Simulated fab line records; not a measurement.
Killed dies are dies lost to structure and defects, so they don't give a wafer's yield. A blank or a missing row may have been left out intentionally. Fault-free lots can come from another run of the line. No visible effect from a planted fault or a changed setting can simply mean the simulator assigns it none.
The tool behind it: which one? :: flow n5 finfet :: 30 wafers from 10 lots sampled at 5 of the route's 1938 steps

== WHAT EACH GAUGE READ, for each wafer ==
No reading from a measuring or inspecting step in the record can be judged against a usual standard deviation.

== WHAT TOOL EACH LOT RAN ON (gives the tool, then ch and the chambers of the sampled wafers, and finally the start) ==
lot: L917
N5_BEOL_M15_TRENCH_ETCH_34: rie diel-05 ch 1,2, day 12 16:14
N5_BEOL_M15_STRIP_36: rie diel-05 ch 1,2, day 12 17:19
N5_BEOL_M15_SPUTTER_43: pvd sputter-02, day 12 18:04
N5_BEOL_M15_SPUTTER_45: pvd sputter-02, day 12 18:13
N5_BEOL_M15_CMP_49: cmp-01 ch 0,1, day 12 19:02

lot: L919
N5_BEOL_M15_TRENCH_ETCH_34: rie diel-05 ch 1,2,3, day 13 07:11
N5_BEOL_M15_STRIP_36: rie diel-05 ch 0,1,3, day 13 11:13
N5_BEOL_M15_SPUTTER_43: pvd sputter-02, day 13 12:05
N5_BEOL_M15_SPUTTER_45: pvd sputter-02, day 13 12:15
N5_BEOL_M15_CMP_49: cmp-01 ch 1,2,3, day 13 12:59

lot: L920
N5_BEOL_M15_TRENCH_ETCH_34: rie diel-04 ch 0,1,3, day 13 12:07
N5_BEOL_M15_STRIP_36: rie diel-02 ch 0,2, day 13 18:23
N5_BEOL_M15_SPUTTER_43: pvd sputter-03, day 13 19:08
N5_BEOL_M15_SPUTTER_45: pvd sputter-03, day 13 19:17
N5_BEOL_M15_CMP_49: cmp-02 ch 0,1,3, day 13 20:01

lot: L926
N5_BEOL_M15_TRENCH_ETCH_34: rie diel-04 ch 0,2, day 15 02:21
N5_BEOL_M15_STRIP_36: rie diel-04 ch 0,1, day 15 04:02
N5_BEOL_M15_SPUTTER_43: pvd sputter-03, day 15 04:56
N5_BEOL_M15_SPUTTER_45: pvd sputter-03, day 15 05:05
N5_BEOL_M15_CMP_49: cmp-01 ch 1,3, day 15 05:47

lot: L927
N5_BEOL_M15_TRENCH_ETCH_34: rie diel-04 ch 0,1,3, day 15 12:50
N5_BEOL_M15_STRIP_36: rie diel-04 ch 0,1,2, day 15 14:12
N5_BEOL_M15_SPUTTER_43: pvd sputter-03, day 15 14:53
N5_BEOL_M15_SPUTTER_45: pvd sputter-03, day 15 15:03
N5_BEOL_M15_CMP_49: cmp-02 ch 1,2,3, day 15 16:01

lot: L928
N5_BEOL_M15_TRENCH_ETCH_34: rie diel-02 ch 0,1,3, day 15 18:50
N5_BEOL_M15_STRIP_36: rie diel-05 ch 0,1,2, day 15 19:16
N5_BEOL_M15_SPUTTER_43: pvd sputter-02, day 15 19:49
N5_BEOL_M15_SPUTTER_45: pvd sputter-02, day 15 20:21
N5_BEOL_M15_CMP_49: cmp-03 ch 1,2, day 15 21:17

lot: L934
N5_BEOL_M15_TRENCH_ETCH_34: rie diel-04 ch 1,2,3, day 16 07:27
N5_BEOL_M15_STRIP_36: rie diel-04 ch 2,3, day 16 08:01
N5_BEOL_M15_SPUTTER_43: pvd sputter-01, day 16 10:50
N5_BEOL_M15_SPUTTER_45: pvd sputter-01, day 16 11:23
N5_BEOL_M15_CMP_49: cmp-01 ch 0,1,3, day 16 12:07

lot: L937
N5_BEOL_M15_TRENCH_ETCH_34: rie diel-04 ch 0,1,2, day 17 11:11
N5_BEOL_M15_STRIP_36: rie diel-04 ch 0,1, day 17 15:05
N5_BEOL_M15_SPUTTER_43: pvd sputter-01, day 17 16:31
N5_BEOL_M15_SPUTTER_45: pvd sputter-01, day 17 16:41
N5_BEOL_M15_CMP_49: cmp-03 ch 1,2,3, day 17 17:27

lot: L938
N5_BEOL_M15_TRENCH_ETCH_34: rie diel-05 ch 1,2,3, day 18 04:58
N5_BEOL_M15_STRIP_36: rie diel-05 ch 1,2,3, day 18 06:47
N5_BEOL_M15_SPUTTER_43: pvd sputter-03, day 18 07:35
N5_BEOL_M15_SPUTTER_45: pvd sputter-03, day 18 07:44
N5_BEOL_M15_CMP_49: cmp-03 ch 0,1,3, day 18 10:41

lot: L939
N5_BEOL_M15_TRENCH_ETCH_34: rie diel-05 ch 0,1, day 18 13:52
N5_BEOL_M15_STRIP_36: rie diel-02 ch 0,1,2, day 18 14:07
N5_BEOL_M15_SPUTTER_43: pvd sputter-01, day 18 14:32
N5_BEOL_M15_SPUTTER_45: pvd sputter-01, day 18 14:42
N5_BEOL_M15_CMP_49: cmp-01 ch 1,3, day 18 15:30
- N5_BEOL_M15_TRENCH_ETCH_34: etches SiO2 in C4F8/O2/Ar, target depth 872.93 nm, time 199 s.
- N5_BEOL_M15_STRIP_36: strips in O2.
- N5_BEOL_M15_SPUTTER_43: material TaN, target thk 15 nm, time 24.19 s.
- N5_BEOL_M15_SPUTTER_45: material Cu, target thk 100 nm, time 16.67 s.
- N5_BEOL_M15_CMP_49: polishes, stops on SiO2, t overpolish 4.9 s, target thk 850 nm.

== AS READ BY THE TOOLS THEMSELVES (means over the sampled wafers that have a number; for cases with no such wafer, the mark the record gives instead) ==
N5_BEOL_M15_TRENCH_ETCH_34. Usual: drypump motor current A 5.6 A, standard deviation 0.48; oes product au 0.81 a.u., standard deviation 0.082; rf vpp V 2236 V, standard deviation 34; showerhead plenum p Torr 3.46 Torr, standard deviation 0.13; throttle valve pct 31.02 %, standard deviation 0.24.
lot: L917
tool: rie diel-05
drypump motor current A (A): 6.0
oes product au (a.u.): 0.72
rf vpp V (V): 2210
showerhead plenum p Torr (Torr): 3.37
throttle valve pct (%): 31.11
flag: 

lot: L919
tool: rie diel-05
drypump motor current A (A): 5.9
oes product au (a.u.): 0.75
rf vpp V (V): 2214
showerhead plenum p Torr (Torr): 3.44
throttle valve pct (%): 31.03
flag: 

lot: L920
tool: rie diel-04
drypump motor current A (A): 5.4
oes product au (a.u.): 0.86
rf vpp V (V): 2217
showerhead plenum p Torr (Torr): 3.45
throttle valve pct (%): 31.00
flag: 

lot: L926
tool: rie diel-04
drypump motor current A (A): 5.7
oes product au (a.u.): 0.81
rf vpp V (V): 2269
showerhead plenum p Torr (Torr): 3.61
throttle valve pct (%): 31.06
flag: 

lot: L927
tool: rie diel-04
drypump motor current A (A): 5.4
oes product au (a.u.): 0.84
rf vpp V (V): 2217
showerhead plenum p Torr (Torr): 3.44
throttle valve pct (%): 31.01
flag: 

lot: L928
tool: rie diel-02
drypump motor current A (A): 5.5
oes product au (a.u.): 0.80
rf vpp V (V): 2240
showerhead plenum p Torr (Torr): 3.37
throttle valve pct (%): 31.17
flag: 

lot: L934
tool: rie diel-04
drypump motor current A (A): 5.9
oes product au (a.u.): 0.82
rf vpp V (V): 2230
showerhead plenum p Torr (Torr): 3.43
throttle valve pct (%): 31.19
flag: 

lot: L937
tool: rie diel-04
drypump motor current A (A): 5.4
oes product au (a.u.): 0.83
rf vpp V (V): 2244
showerhead plenum p Torr (Torr): 3.53
throttle valve pct (%): 30.95
flag: 

lot: L938
tool: rie diel-05
drypump motor current A (A): 5.9
oes product au (a.u.): 0.83
rf vpp V (V): 2212
showerhead plenum p Torr (Torr): 3.42
throttle valve pct (%): 30.94
flag: 

lot: L939
tool: rie diel-05
drypump motor current A (A): 6.0
oes product au (a.u.): 0.93
rf vpp V (V): 2249
showerhead plenum p Torr (Torr): 3.45
throttle valve pct (%): 30.79
flag: 

N5_BEOL_M15_STRIP_36. Usual: drypump motor current A 5.6 A, standard deviation 0.49; oes product au 0.82 a.u., standard deviation 0.083; rf vpp V 3.7 V, standard deviation 0.94; showerhead plenum p Torr 2.11 Torr, standard deviation 0.087; throttle valve pct 16.73 %, standard deviation 0.23.
lot: L917
tool: rie diel-05
drypump motor current A (A): 5.8
oes product au (a.u.): 0.75
rf vpp V (V): 4.9
showerhead plenum p Torr (Torr): 2.04
throttle valve pct (%): 16.84
flag: 

lot: L919
tool: rie diel-05
drypump motor current A (A): 5.9
oes product au (a.u.): 0.84
rf vpp V (V): 3.9
showerhead plenum p Torr (Torr): 2.17
throttle valve pct (%): 16.66
flag: 

lot: L920
tool: rie diel-02
drypump motor current A (A): 5.8
oes product au (a.u.): 0.72
rf vpp V (V): 3.1
showerhead plenum p Torr (Torr): 2.12
throttle valve pct (%): 16.92
flag: 

lot: L926
tool: rie diel-04
drypump motor current A (A): 5.1
oes product au (a.u.): 0.92
rf vpp V (V): 4.0
showerhead plenum p Torr (Torr): 2.10
throttle valve pct (%): 16.47
flag: 

lot: L927
tool: rie diel-04
drypump motor current A (A): 5.4
oes product au (a.u.): 0.85
rf vpp V (V): 3.8
showerhead plenum p Torr (Torr): 2.15
throttle valve pct (%): 16.60
flag: 

lot: L928
tool: rie diel-05
drypump motor current A (A): 5.7
oes product au (a.u.): 0.79
rf vpp V (V): 3.6
showerhead plenum p Torr (Torr): 2.10
throttle valve pct (%): 16.77
flag: 

lot: L934
tool: rie diel-04
drypump motor current A (A): 6.2
oes product au (a.u.): 0.78
rf vpp V (V): 4.2
showerhead plenum p Torr (Torr): 2.13
throttle valve pct (%): 16.95
flag: 

lot: L937
tool: rie diel-04
drypump motor current A (A): 5.0
oes product au (a.u.): 0.89
rf vpp V (V): 3.2
showerhead plenum p Torr (Torr): 2.09
throttle valve pct (%): 16.50
flag: 

lot: L938
tool: rie diel-05
drypump motor current A (A): 5.9
oes product au (a.u.): 0.84
rf vpp V (V): 4.1
showerhead plenum p Torr (Torr): 2.09
throttle valve pct (%): 16.68
flag: 

lot: L939
tool: rie diel-02
drypump motor current A (A): 5.6
oes product au (a.u.): 0.85
rf vpp V (V): 4.0
showerhead plenum p Torr (Torr): 2.10
throttle valve pct (%): 16.69
flag: 

N5_BEOL_M15_SPUTTER_43. Usual: 29.8 % for throttle valve pct, sd 0.91.
lot: L917
tool: pvd sputter-02
throttle valve pct (%): 29.9
flag: 

lot: L919
tool: pvd sputter-02
throttle valve pct (%): 30.2
flag: 

lot: L920
tool: pvd sputter-03
throttle valve pct (%): 29.8
flag: 

lot: L926
tool: pvd sputter-03
throttle valve pct (%): 30.8
flag: 

lot: L927
tool: pvd sputter-03
throttle valve pct (%): 29.6
flag: 

lot: L928
tool: pvd sputter-02
throttle valve pct (%): 29.8
flag: 

lot: L934
tool: pvd sputter-01
throttle valve pct (%): 30.4
flag: 

lot: L937
tool: pvd sputter-01
throttle valve pct (%): 30.1
flag: 

lot: L938
tool: pvd sputter-03
throttle valve pct (%): 29.7
flag: 

lot: L939
tool: pvd sputter-01
throttle valve pct (%): 29.9
flag: 

N5_BEOL_M15_SPUTTER_45. Usual: 29.8 % for throttle valve pct, sd 0.89.
lot: L917
tool: pvd sputter-02
throttle valve pct (%): 30.0
flag: 

lot: L919
tool: pvd sputter-02
throttle valve pct (%): 30.3
flag: 

lot: L920
tool: pvd sputter-03
throttle valve pct (%): 29.8
flag: 

lot: L926
tool: pvd sputter-03
throttle valve pct (%): 30.8
flag: 

lot: L927
tool: pvd sputter-03
throttle valve pct (%): 29.5
flag: 

lot: L928
tool: pvd sputter-02
throttle valve pct (%): 29.7
flag: 

lot: L934
tool: pvd sputter-01
throttle valve pct (%): 30.3
flag: 

lot: L937
tool: pvd sputter-01
throttle valve pct (%): 30.2
flag: 

lot: L938
tool: pvd sputter-03
throttle valve pct (%): 29.8
flag: 

lot: L939
tool: pvd sputter-01
throttle valve pct (%): 29.9
flag: 

N5_BEOL_M15_CMP_49. Usual: barrier field endpoint s 11.18 s, standard deviation 0.25; clearing platen rpm 80.00 rpm, standard deviation 0.044; motor current A 8.2 A, standard deviation 1; overpolish run s 4.901 s, standard deviation 0.0094; pad life wafers 1045, standard deviation 650.
lot: L917
tool: cmp-01
barrier field endpoint s (s): 11.14
clearing platen rpm (rpm): 80.03
motor current A (A): 7.1
overpolish run s (s): 4.902
pad life wafers: 1854
flag: 

lot: L919
tool: cmp-01
barrier field endpoint s (s): 11.06
clearing platen rpm (rpm): 80.00
motor current A (A): 8.0
overpolish run s (s): 4.907
pad life wafers: 2024
flag: 

lot: L920
tool: cmp-02
barrier field endpoint s (s): 10.89
clearing platen rpm (rpm): 79.95
motor current A (A): 8.8
overpolish run s (s): 4.896
pad life wafers: 830
flag: 

lot: L926
tool: cmp-01
barrier field endpoint s (s): 11.19
clearing platen rpm (rpm): 80.04
motor current A (A): 7.8
overpolish run s (s): 4.900
pad life wafers: 290
flag: 

lot: L927
tool: cmp-02
barrier field endpoint s (s): 11.22
clearing platen rpm (rpm): 80.00
motor current A (A): 8.2
overpolish run s (s): 4.901
pad life wafers: 1304
flag: 

lot: L928
tool: cmp-03
barrier field endpoint s (s): 16.47
clearing platen rpm (rpm): 79.97
motor current A (A): 7.6
overpolish run s (s): 4.902
pad life wafers: 1645
flag: OFF

lot: L934
tool: cmp-01
barrier field endpoint s (s): 16.97
clearing platen rpm (rpm): 80.00
motor current A (A): 7.3
overpolish run s (s): 4.904
pad life wafers: 504
flag: OFF

lot: L937
tool: cmp-03
barrier field endpoint s (s): 11.14
clearing platen rpm (rpm): 79.99
motor current A (A): 8.1
overpolish run s (s): 4.915
pad life wafers: 1983
flag: 

lot: L938
tool: cmp-03
barrier field endpoint s (s): 11.06
clearing platen rpm (rpm): 80.00
motor current A (A): 8.4
overpolish run s (s): 4.901
pad life wafers: 85
flag: 

lot: L939
tool: cmp-01
barrier field endpoint s (s): 11.30
clearing platen rpm (rpm): 79.94
motor current A (A): 7.5
overpolish run s (s): 4.904
pad life wafers: 890
flag: 

== THE ANSWER, worked out from the rows above alone ==
Rule: a lot counts as off when the mean over its wafers that have a number is more than 3 standard deviations away from the usual mean. Also off: a lot with no number at a reading for which 4 or more lots have one. Any other lot the step has rows for is counted as sound. First the gauges in route order, then the tools' own readings, where a lot's mean is used as printed above. At the first step where some lot is off, the reading lying furthest off is the one used; lots without a number count as furthest.
Off: L928, L934, at N5_BEOL_M15_CMP_49 (barrier field endpoint s).
If a tool, at that step or one of the process steps before it, ran each lot that is off and ran no sound lot following the first of them, it fits. Not one of the candidates tried fits.

== WHAT THE SIMULATOR HAD PUT IN ==
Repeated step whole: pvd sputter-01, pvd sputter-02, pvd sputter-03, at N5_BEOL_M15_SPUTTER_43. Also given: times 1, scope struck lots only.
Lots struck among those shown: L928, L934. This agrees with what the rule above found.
